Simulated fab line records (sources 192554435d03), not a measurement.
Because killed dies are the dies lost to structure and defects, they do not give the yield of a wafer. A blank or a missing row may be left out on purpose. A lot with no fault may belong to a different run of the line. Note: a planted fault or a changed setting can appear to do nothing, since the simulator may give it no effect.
Comparing a struck lot with a sound one / flow n5_finfet / 39 out of 1938 route steps
Sound: these wafers, L944.2, L944.4, L944.5. Wafers L938.2, L938.3, L938.5 were the ones struck. The cause comes at the end.
Order at every step that has rows: each side's tool, ch and its chambers, its first start. Under that, the readings that differ: sound wafers / struck wafers / difference of the means / sigmas: that difference in standard deviations of wafers without a fault.
alike: a reading whose means differ by less than 2 such deviations, as well as words and numbers matching on both sides. not compared: withheld readings; readings where some wafer has no value; bounds like >300 that might hide an equal value; numbers whose values overlap and for which the record gives no deviation.
Wherever a step has rows on one side only, a row that says differs or no value, or a row with sigmas, the two part there. Numbers that don't overlap but have no deviation are shown without sigmas and don't part them. A reading missing from all wafers of one side parts the sides only when that side holds two or more wafers.

first, 11 steps without rows for these wafers: N5_BEOL_M0_CUTY_ETCH_62 (etches SiARC in CF4, time 58.5 s); N5_BEOL_M0_CUTY_ETCH_63 (etches SOC in N2/H2, target depth 82.7 nm, overetch 16.5 nm, time 124 s); N5_BEOL_M0_CUTY_STRIP_64 (strips in N2/H2); N5_BEOL_M0_ETCH_138 (etches SiCN in CH3F/O2, target depth 12 nm, time 31.6 s); N5_BEOL_M0_HM_OPEN_105 (chemistry Cl2/BCl3, target TiN, target depth 12 nm); N5_BEOL_M0_STRIP_140 (strips in CF4); N5_BEOL_M0_STRIP_104 (strips in N2/H2); N5_BEOL_M0_WET_ETCH_106 (etches SiO2 in DHF, target depth 130 nm, rinse time 30 s); N5_BEOL_M0_ETCH_128 (etches SiCN in CF4/N2, target depth 12 nm, overetch 5.1 nm, time 21.4 s); N5_BEOL_M0_TRENCH_ETCH_107 (etches SiOC in C4F6/O2, target depth 32.8 nm, time 16.4 s); N5_BEOL_M0_STRIP_142 (strips in N2/H2, time 10 s).
N5_BEOL_M0_HM_STRIP_129: strips TiN in peroxide tin strip, target depth 17 nm, time 108 s.
  sound on wet_bench-05 ch 0,3,6, day 11 21:59; struck on wet_bench-03 ch 0,2,5, day 10 02:14
  no value came back on the struck wafers for bath_guard_temp_C (C), bath_heat_duty_pct (%); on the sound wafers bath_guard_temp_C (C) reads 50.1 49.6 49.6
reading=model.TiN_of_BEOL_M0_SAQP_HM_DEP_02.thk_nm (nm); sound=0 0 0; struck=9.4 9.8 9.4; difference=+9.5; sigmas=
then, 18 steps without rows for these wafers: N5_BEOL_M0_SRD_130 (time 30 s); N5_BEOL_M0_ETCH_109 (etches SiCN in CH3F/O2, target depth 8 nm, overetch 2.4 nm, time 27.4 s); N5_BEOL_M0_STRIP_139 (strips in post etch residue remover, time 60 s); N5_BEOL_M0_SRD_111 (time 30 s); N5_BEOL_M0_DEGAS_112 (time 60 s); N5_BEOL_M0_PRE_CLEAN_113 (time 30 s); N5_BEOL_M0_ALD_136 (deposits TaN, pulse time 2 s, purge time 3 s, co reactant purge time 2 s); N5_BEOL_M0_SURFACE_TREAT_137; N5_BEOL_M0_CVD_115 (deposits Co from CCTBA/H2, time 120 s); N5_BEOL_M0_SPUTTER_116 (material Cu, target thk 4 nm, time 7.37 s); N5_BEOL_M0_ANNEAL_117 (time 60 s); N5_BEOL_M0_SPUTTER_132 (material Cu, target thk 4 nm, time 7.37 s); N5_BEOL_M0_ANNEAL_133 (time 60 s); N5_BEOL_M0_SPUTTER_134 (material Cu, target thk 4 nm, time 7.37 s); N5_BEOL_M0_ANNEAL_135 (time 60 s); N5_BEOL_M0_SPUTTER_141 (material Cu, target thk 4 nm, time 7.37 s); N5_BEOL_M0_ECD_118 (material Cu, target thk 300 nm); N5_BEOL_M0_ANNEAL_119 (time 90 s).
N5_BEOL_M0_CMP_120: polishes, stops on SiOC, t overpolish 6.9 s.
  sound on cmp-01 ch 0,1,3, day 12 00:56; struck on cmp-01 ch 0,1,3, day 10 04:18
reading=barrier_field_endpoint_s (s); sound=3.71 3.64 3.47; struck=14.31 14.61 15.11; difference=+11.07; sigmas=+92
  alike: clearing_platen_rpm, motor_current_A, platen_rpm
then, 6 steps without rows for these wafers: N5_BEOL_M0_PRE_CLEAN_131 (time 15 s); N5_BEOL_M0_CO_CAP_123 (material Co, precursor CCTBA/H2, target thk 2 nm, time 102.1 s); N5_BEOL_M0_PRE_CLEAN_124 (time 15 s); N5_BEOL_M0_DEP_125 (deposits SiCN from 3MS/NH3, target thk 8 nm, time 14 s); N5_BEOL_M1_ILD_DEP_00 (deposits SiOC from DEMS/O2, target thk 79 nm, time 15.3 s); N5_BEOL_M1_PECVD_72 (deposits SiO2 from TEOS/O2, target thk 16 nm, time 18 s).
-- a jump in the record: the struck wafers' starts before and after are 3 days apart (it breaks off in module BEOL_M1 and resumes in module BEOL_M4, where the first step shown is number 1111 of the route) --
N5_BEOL_M4_RC_MEAS_101:
  sound on prober-02 ch 0, day 15 11:30; struck on prober-02 ch 0, day 13 04:00
  alike: DIBL_N, DIBL_P, IOFF_N, IOFF_P, ION_N, ION_P, SS_N, SS_P, VT_N, VT_P
-- a jump in the record: the struck wafers' starts before and after are 4 days apart (it breaks off in module BEOL_M4 and resumes in module PASSIVATION, where the first step shown is number 1936 of the route) --
N5_PASSIVATION_PROBE_49:
  rows exist in the record for the struck wafers here (prober-02, day 17 10:05), but not for the sound ones

WHERE THEY PART
Last at N5_PASSIVATION_PROBE_49 as far as this record goes, first at N5_BEOL_M0_HM_STRIP_129.

WHY: what the simulator had put in
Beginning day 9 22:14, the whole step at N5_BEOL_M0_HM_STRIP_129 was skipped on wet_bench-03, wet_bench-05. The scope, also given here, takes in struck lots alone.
